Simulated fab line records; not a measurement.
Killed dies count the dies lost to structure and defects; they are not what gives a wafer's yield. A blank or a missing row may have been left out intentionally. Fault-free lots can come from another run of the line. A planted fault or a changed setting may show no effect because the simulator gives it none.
Matching of chambers || flow nand harc || NHARC_A_STAIRCASE_ALD_420 on ald hk-04: 4 sister chambers
The step deposits SiO2, target thk 20 nm, pulse time 6 s, ald cycles 200. 16 wafers are shown with their chamber, then 8 later ones without.

WAFERS, EACH WITH ITS CHAMBER
{"wafer": "L076.1", "chamber": 2, "heater power outer w (W)": 231, "heater power w (W)": 438, "precursor pulse height rel": 0.969}
{"wafer": "L076.5", "chamber": 3, "heater power outer w (W)": 245, "heater power w (W)": 469, "precursor pulse height rel": 1.027}
{"wafer": "L076.6", "chamber": 2, "heater power outer w (W)": 230, "heater power w (W)": 443, "precursor pulse height rel": 0.996}
{"wafer": "L079.1", "chamber": 3, "heater power outer w (W)": 226, "heater power w (W)": 435, "precursor pulse height rel": 0.948}
{"wafer": "L079.4", "chamber": 2, "heater power outer w (W)": 219, "heater power w (W)": 415, "precursor pulse height rel": 1.007}
{"wafer": "L079.6", "chamber": 1, "heater power outer w (W)": 236, "heater power w (W)": 397, "precursor pulse height rel": 0.977}
{"wafer": "L078.1", "chamber": 0, "heater power outer w (W)": 256, "heater power w (W)": 451, "precursor pulse height rel": 0.962}
{"wafer": "L078.3", "chamber": 3, "heater power outer w (W)": 231, "heater power w (W)": 423, "precursor pulse height rel": 1.035}
{"wafer": "L078.5", "chamber": 3, "heater power outer w (W)": 220, "heater power w (W)": 430, "precursor pulse height rel": 0.975}
{"wafer": "L081.1", "chamber": 0, "heater power outer w (W)": 260, "heater power w (W)": 467, "precursor pulse height rel": 1.008}
{"wafer": "L081.4", "chamber": 3, "heater power outer w (W)": 222, "heater power w (W)": 435, "precursor pulse height rel": 1.009}
{"wafer": "L081.6", "chamber": 0, "heater power outer w (W)": 256, "heater power w (W)": 449, "precursor pulse height rel": 0.997}
{"wafer": "L083.2", "chamber": 1, "heater power outer w (W)": 239, "heater power w (W)": 388, "precursor pulse height rel": 0.968}
{"wafer": "L083.3", "chamber": 0, "heater power outer w (W)": 258, "heater power w (W)": 454, "precursor pulse height rel": 1.001}
{"wafer": "L083.4", "chamber": 2, "heater power outer w (W)": 218, "heater power w (W)": 413, "precursor pulse height rel": 0.964}
{"wafer": "L086.4", "chamber": 0, "heater power outer w (W)": 261, "heater power w (W)": 459, "precursor pulse height rel": 1.018}

SIGNATURES (averages over the wafers above)
{"reading": "heater power outer w", "chamber 0": 258.20, "chamber 1": 237.50, "chamber 2": 224.50, "chamber 3": 228.80, "scatter within a chamber": 6.89}
{"reading": "heater power w", "chamber 0": 456.00, "chamber 1": 392.50, "chamber 2": 427.25, "chamber 3": 438.40, "scatter within a chamber": 13.6}
{"reading": "precursor pulse height rel", "chamber 0": 0.99720, "chamber 1": 0.97250, "chamber 2": 0.98400, "chamber 3": 0.99880, "scatter within a chamber": 0.0266}
Rule: a wafer's distance from a chamber is the root of the sum, over the readings, of the square of ((its reading less the chamber's mean) divided by the reading's scatter). If the next closest chamber is less than 2 further off than the closest, the wafer can't be placed; otherwise it belongs to the closest. The scatter: take each reading less its chamber's mean, square it, sum over the shown wafers, divide by the number of wafers less the number of chambers, and take the root.

WAFERS WHOSE CHAMBER IS MISSING
{"wafer": "L086.5", "heater power outer w (W)": 265, "heater power w (W)": 463, "precursor pulse height rel": 0.990}
{"wafer": "L086.6", "heater power outer w (W)": 235, "heater power w (W)": 395, "precursor pulse height rel": 0.975}
{"wafer": "L090.1", "heater power outer w (W)": 227, "heater power w (W)": 411, "precursor pulse height rel": 0.990}
{"wafer": "L090.4", "heater power outer w (W)": 234, "heater power w (W)": 393, "precursor pulse height rel": 0.992}
{"wafer": "L090.5", "heater power outer w (W)": 224, "heater power w (W)": 438, "precursor pulse height rel": 1.041}
{"wafer": "L097.1", "heater power outer w (W)": 229, "heater power w (W)": 451, "precursor pulse height rel": 1.034}
{"wafer": "L097.2", "heater power outer w (W)": 219, "heater power w (W)": 414, "precursor pulse height rel": 1.005}
{"wafer": "L097.3", "heater power outer w (W)": 235, "heater power w (W)": 402, "precursor pulse height rel": 1.009}

EACH ONE'S CHAMBER
{"wafer": "L086.5", "from the rows above": 0, "in truth": 0}
{"wafer": "L086.6", "from the rows above": 1, "in truth": 1}
{"wafer": "L090.1", "from the rows above": "can't be placed: 2 or 3 or 1", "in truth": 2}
{"wafer": "L090.4", "from the rows above": "can't be placed: 1 or 2", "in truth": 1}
{"wafer": "L090.5", "from the rows above": "can't be placed: 3 or 2", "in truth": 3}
{"wafer": "L097.1", "from the rows above": "can't be placed: 3 or 2", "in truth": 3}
{"wafer": "L097.2", "from the rows above": "can't be placed: 2 or 3 or 1", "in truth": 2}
{"wafer": "L097.3", "from the rows above": "can't be placed: 1 or 2 or 3", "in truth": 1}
Correctly placed: 2 of 8. Not placeable from these rows: 6 (in 6, the candidates include the true chamber). 0 placed wrongly.
